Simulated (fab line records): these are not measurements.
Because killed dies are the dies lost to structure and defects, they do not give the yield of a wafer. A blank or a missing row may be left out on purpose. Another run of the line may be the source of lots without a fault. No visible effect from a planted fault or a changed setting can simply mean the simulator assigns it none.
Code-filled problem report in 8D (eight disciplines) form / flow nand-harc / the parts of the form that need people (team, actions taken, sign-off) are left out

## 1. THE PROBLEM
Mean of sort_bin_3_pct at NHARC_END_SORT_01: 5.31 % over 2 wafers from 1 lot, against 0.25 % (standard deviation 0.21) on wafers with no fault. Measured from the usual mean, that is +24 standard deviations.
First seen on wafer L788.2, day 24 02:41, on prober-01. The record holds 3 wafers of 1 lot with a number at this step. Rule for "out", or "out of limits": more than 4 standard deviations from the usual mean. All remaining wafers that have a number are taken as sound.

## 2. WHAT IT IS, WHAT IT ISN'T
question=which readings at this step | is=sort_bin_3_pct, defect-limited-yield, killed-at-array, killed-dies, sort_bin_2_pct, sort-n-pass, sort-yield-pct | is not=killed-at-other, killed-at-periphery, killed-open, killed-short, sort-rim-yield-pct
question=which lots | is=L788 | is not=-
question=which wafers of those lots | is=L788.2, L788.6 | is not=L788.3
question=read on which gauges | is=prober-01 | is not=-
question=when | is=from day 24 02:41 | is not=up to then (0 sound wafers); but 1 sound wafer of L788 came after

## 3. SUSPECTS, AND WHAT RULES EACH OUT
Counting: any tool at a process step up to the reading remains a suspect provided it ran every lot that is out. Sound lots after the first of them don't rule it out here, since some wafers of a struck lot are sound.
- the gauge at NHARC_END_SORT_01: kept. All the wafers that are out were read on prober-01, and no step on other tools shows them out.
- rie-diel-06 at NHARC_A_M1_STRIP_18 (strips in N2/H2): kept. It ran the lot that is out, L788 (day 22 09:59).
- rie-diel-01 at NHARC_A_BONDPAD_STRIP_15 (strips in O2): kept. It ran the lot that is out, L788 (day 22 14:52).
- pvd-sputter-01 at NHARC_THIN_TSV_PVD_51 (deposits Cu, target thk 100 nm): kept. It ran the lot that is out, L788 (day 24 02:41). NHARC_THIN_TSV_PVD_51: start missing for some lots; hours and lot order therefore follow NHARC_END_SORT_01.
- Within rie-diel-06 at NHARC_A_M1_STRIP_18: the wafers that are out ran in chambers 1, 2; their sound lot-mates ran in chamber 3.
- Within rie-diel-01 at NHARC_A_BONDPAD_STRIP_15: the wafers that are out ran in chamber 0; their sound lot-mates ran in chamber 3.
Left after counting: rie-diel-06 at NHARC_A_M1_STRIP_18, rie-diel-01 at NHARC_A_BONDPAD_STRIP_15, pvd-sputter-01 at NHARC_THIN_TSV_PVD_51, prober-01 at NHARC_END_SORT_01.

## 4. THE CAUSE (what the simulator had put in)
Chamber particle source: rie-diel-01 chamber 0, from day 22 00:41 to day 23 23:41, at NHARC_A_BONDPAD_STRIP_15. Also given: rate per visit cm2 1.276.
After counting, 4 suspects remain, this tool included.

## 5. THE EFFECT CHAIN, in route order
Each row: a reading where the mean over the struck wafers with a number is more than 3 standard deviations away from the usual. Scope: only readings with a usual standard deviation given in the record; hours: median across lots of the time from each lot's start at the first step in this table that gives one to its start at this step; sigmas: change in usual standard deviations.
hours=0; step=NHARC_END_SORT_01; reading=defect-limited-yield; usual=95.5 %; on struck wafers=81.0; change=-14.5; sigmas=-11
hours=0; step=NHARC_END_SORT_01; reading=killed-at-array; usual=27; on struck wafers=125; change=+98; sigmas=+11
hours=0; step=NHARC_END_SORT_01; reading=killed-dies; usual=31; on struck wafers=128; change=+98; sigmas=+11
hours=0; step=NHARC_END_SORT_01; reading=sort_bin_2_pct; usual=1.3 %; on struck wafers=7.9; change=+6.6; sigmas=+12
hours=0; step=NHARC_END_SORT_01; reading=sort_bin_3_pct; usual=0.25 %; on struck wafers=5.31; change=+5.06; sigmas=+24
hours=0; step=NHARC_END_SORT_01; reading=sort_bin_4_pct; usual=2.9 %; on struck wafers=5.8; change=+2.9; sigmas=+3.2
hours=0; step=NHARC_END_SORT_01; reading=sort-n-pass; usual=646; on struck wafers=548; change=-98; sigmas=-11
hours=0; step=NHARC_END_SORT_01; reading=sort-yield-pct; usual=95.5 %; on struck wafers=81.0; change=-14.5; sigmas=-11

## 6. HOW IT WOULD HAVE BEEN CAUGHT EARLIER
In this record the first reading out of limits at a measuring or inspecting step was taken at day 24 02:41, 50 hours after the fault began at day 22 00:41.
Of the tool readings at NHARC_A_BONDPAD_STRIP_15 for which the record gives a usual standard deviation, none was out on any struck wafer, so an alarm limit of 4 standard deviations on them would not have fired.
Lots out: 1; all had begun NHARC_A_BONDPAD_STRIP_15 on rie-diel-01 by day 24 02:41. Had the tool been put on hold then, not one of them would have been saved.
